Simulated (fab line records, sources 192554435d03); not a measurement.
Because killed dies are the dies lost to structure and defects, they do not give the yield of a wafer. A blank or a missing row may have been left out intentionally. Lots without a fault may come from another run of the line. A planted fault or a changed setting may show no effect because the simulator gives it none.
Matching of chambers -- flow n5-finfet -- 4 sister chambers for N5_DUMMY_GATE_CMP_04 on cmp-04
The step polishes a-Si. 8 wafers are shown with their chamber, then 10 later ones without.

== WAFERS, EACH WITH ITS CHAMBER ==
wafer,chamber,motor-current-A (A),time-to-endpoint-s (s)
L085.5,1,10.1,13.4
L088.3,1,10.5,11.4
L088.5,0,10.1,9.7
L088.1,0,10.0,10.9
L088.4,2,9.6,12.1
L088.6,3,10.3,11.2
L092.1,2,9.7,13.0
L092.4,3,10.6,14.2

== WAFERS MISSING THEIR CHAMBER ==
wafer,motor-current-A (A),time-to-endpoint-s (s)
L092.6,10.1,13.5
L092.2,10.1,14.0
L092.3,10.2,14.7
L092.5,10.0,16.0
L094.2,11.0,12.0
L094.3,10.1,12.1
L094.5,10.4,11.8
L095.3,9.5,11.5
L095.4,10.1,10.7
L095.5,10.2,10.9

== EACH ONE'S CHAMBER ==
wafer,from the rows above,in truth
L092.6,can't be placed: 1 or 3 or 0 or 2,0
L092.2,can't be placed: 1 or 3 or 2 or 0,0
L092.3,can't be placed: 1 or 3 or 0 or 2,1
L092.5,can't be placed: 1 or 2 or 3 or 0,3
L094.2,can't be placed: 3 or 1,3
L094.3,can't be placed: 1 or 0 or 3 or 2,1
L094.5,can't be placed: 1 or 3 or 0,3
L095.3,2,2
L095.4,can't be placed: 0 or 1 or 3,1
L095.5,can't be placed: 0 or 1 or 3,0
Placed correctly: 1 of 10. Not placeable from these rows: 9 (in 9, the candidates include the true chamber). Number placed wrongly: 0.
How it was worked out, from the rows above alone: a wafer's distance from a chamber is the root of the sum, over the readings, of the square of ((its reading less the chamber's mean) divided by the reading's scatter). The wafer belongs to the nearest chamber; if the next one is less than 2 further off, it can't be placed. Each chamber's mean is taken over the wafers shown for it. How the scatter is found: for the shown wafers, subtract from each reading the mean of its chamber, square and add these, divide the total by (wafers less chambers), then take the root.
